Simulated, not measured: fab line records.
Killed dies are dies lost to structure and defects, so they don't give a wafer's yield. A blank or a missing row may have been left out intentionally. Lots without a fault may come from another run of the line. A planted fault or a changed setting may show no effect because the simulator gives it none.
Split-lot study ; flow n5Finfet ; 7 lots, 21 wafers read, on a route of 1938 steps

## THE SPLIT
At N5_DUMMY_GATE_COAT_28 (time 60 s, resist thk 10 nm), the setting spinRpm was moved away from the recipe's 1500 rpm on 9 of the 21 wafers read, by -7.8% to +7.9%. The other wafers ran this setting at the recipe's value.

The reading is taken at the split's own step.

## THE READING
underlayer_of_DUMMY_GATE_COAT_28.thkNm (the simulator's own value, which no gauge read), in nm, at N5_DUMMY_GATE_COAT_28 (time 60 s, resist thk 10 nm). No usual value for it is given in the file.

wafer;tool, chamber at the split;spinRpm as run, rpm;against the recipe;underlayer_of_DUMMY_GATE_COAT_28.thkNm, nm;against lot-mates on the recipe
L076.1;lithoTrack-04, 0;1619;+7.9%;9.6;no lot-mate on the recipe
L076.5;lithoTrack-04, 0;1619;+7.9%;9.6;no lot-mate on the recipe
L076.6;lithoTrack-04, 0;1619;+7.9%;9.6;no lot-mate on the recipe
L080.4;lithoTrack-04, 0;1500;recipe;10;-
L080.5;lithoTrack-04, 0;1432;-4.5%;10.2;+0.2
L080.6;lithoTrack-04, 0;1432;-4.5%;10.2;+0.2
L082.3;lithoTrack-04, 0;1383;-7.8%;10.4;+0.4
L082.4;lithoTrack-04, 0;1383;-7.8%;10.4;+0.4
L082.6;lithoTrack-04, 0;1500;recipe;10;-
L083.3;lithoTrack-03, 0;1500;recipe;10;-
L083.4;lithoTrack-03, 0;1500;recipe;10;-
L083.5;lithoTrack-03, 0;1500;recipe;10;-
L084.1;lithoTrack-04, 0;1500;recipe;10;-
L084.6;lithoTrack-04, 0;1500;recipe;10;-
L084.3;lithoTrack-04, 0;1548;+3.2%;10;+0.0
L085.1;lithoTrack-02, 0;1500;recipe;10;-
L085.3;lithoTrack-02, 0;1500;recipe;10;-
L085.6;lithoTrack-02, 0;1500;recipe;10;-
L096.3;lithoTrack-03, 0;1500;recipe;10;-
L096.6;lithoTrack-03, 0;1500;recipe;10;-
L096.5;lithoTrack-03, 0;1430;-4.7%;10.2;+0.2

THE FIT
A straight line over all 21 wafers: underlayer_of_DUMMY_GATE_COAT_28.thkNm changes by -0.0482 nm for each +1% of spinRpm; r = -0.99; the points scatter about the line by 0.038 nm.
The same after taking each lot's own level away (the mean of its wafers on the recipe; 18 wafers): -0.0443 nm for each +1%; r = -0.96; scatter 0.038 nm.
That fit puts the effect of the largest move of spinRpm on the reading at 0.35 nm.
The lots' own levels span 10.00 to 10.00 nm.
The two slopes are in agreement: the lot-to-lot level therefore moves the slope only a little.
Check: for one of the wafers moved furthest among these (-7.8%), held out of the fit, the line's prediction against its lot-mates is +0.341 nm. It came out at +0.4 nm against them.

## THESE WAFERS: OTHER SPLITS
These wafers also went through other splits before the reading. Each is held against what the fit with the lots' levels taken away leaves over:
other split on the same wafers;wafers away from the commonest value;r with underlayer_of_DUMMY_GATE_COAT_28.thkNm (lot level and that fit taken away)
N5_FIN_CUT_COAT_29 spinRpm;5;+0.49
N5_DUMMY_GATE_CVD_03 tempC;12;-0.51

## THE FILE'S OWN FIT
underlayer_of_DUMMY_GATE_COAT_28.thkNm changes by -0.0437 nm for each +1% of spinRpm, r = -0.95.
